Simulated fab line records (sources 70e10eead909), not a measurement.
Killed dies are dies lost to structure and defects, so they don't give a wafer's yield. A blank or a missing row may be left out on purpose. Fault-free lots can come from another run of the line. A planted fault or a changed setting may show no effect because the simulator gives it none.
Matching of chambers :: flow nand-harc :: NHARC_A_CONTACT_ETCH_90 on rie-diel-06 has 4 sister chambers
The step etches the open film in CH3F/O2, target depth 40 nm, time 85.7 s. 4 wafers are shown with their chamber, then 9 later ones without.

## WAFERS PAIRED WITH THEIR CHAMBERS
wafer: L998.6
chamber: 0
drypump-motor-current-A (A): 5.37

wafer: L994.1
chamber: 1
drypump-motor-current-A (A): 5.84

wafer: L994.5
chamber: 3
drypump-motor-current-A (A): 6.02

wafer: L994.6
chamber: 2
drypump-motor-current-A (A): 5.63

## WAFERS MISSING THEIR CHAMBER
wafer: L997.2
drypump-motor-current-A (A): 6.06

wafer: L997.3
drypump-motor-current-A (A): 5.83

wafer: L997.4
drypump-motor-current-A (A): 5.37

wafer: L999.1
drypump-motor-current-A (A): 6.06

wafer: L999.5
drypump-motor-current-A (A): 5.84

wafer: L999.6
drypump-motor-current-A (A): 5.37

wafer: L108.1
drypump-motor-current-A (A): 5.37

wafer: L108.3
drypump-motor-current-A (A): 6.07

wafer: L108.5
drypump-motor-current-A (A): 5.37

## EACH ONE'S CHAMBER
wafer: L997.2
from the rows above: 3
in truth: 3

wafer: L997.3
from the rows above: 1
in truth: 1

wafer: L997.4
from the rows above: 0
in truth: 0

wafer: L999.1
from the rows above: 3
in truth: 3

wafer: L999.5
from the rows above: 1
in truth: 1

wafer: L999.6
from the rows above: 0
in truth: 0

wafer: L108.1
from the rows above: 0
in truth: 0

wafer: L108.3
from the rows above: 3
in truth: 3

wafer: L108.5
from the rows above: 0
in truth: 0
Correctly placed: 9 of 9. Can't be placed from these rows: 0. Wrongly placed: 0.
How it was worked out, from the rows above alone: a wafer's distance from a chamber is the root of the sum, over the readings, of the square of ((its reading less the chamber's mean) divided by the reading's scatter). The wafer belongs to the nearest chamber; if the next one is less than 2 further off, it can't be placed. The mean given for a chamber averages the wafers shown for that chamber. The scatter (one wafer shown for each chamber): square how far every hidden wafer sits from the nearest shown wafer, average those squares and take the square root.
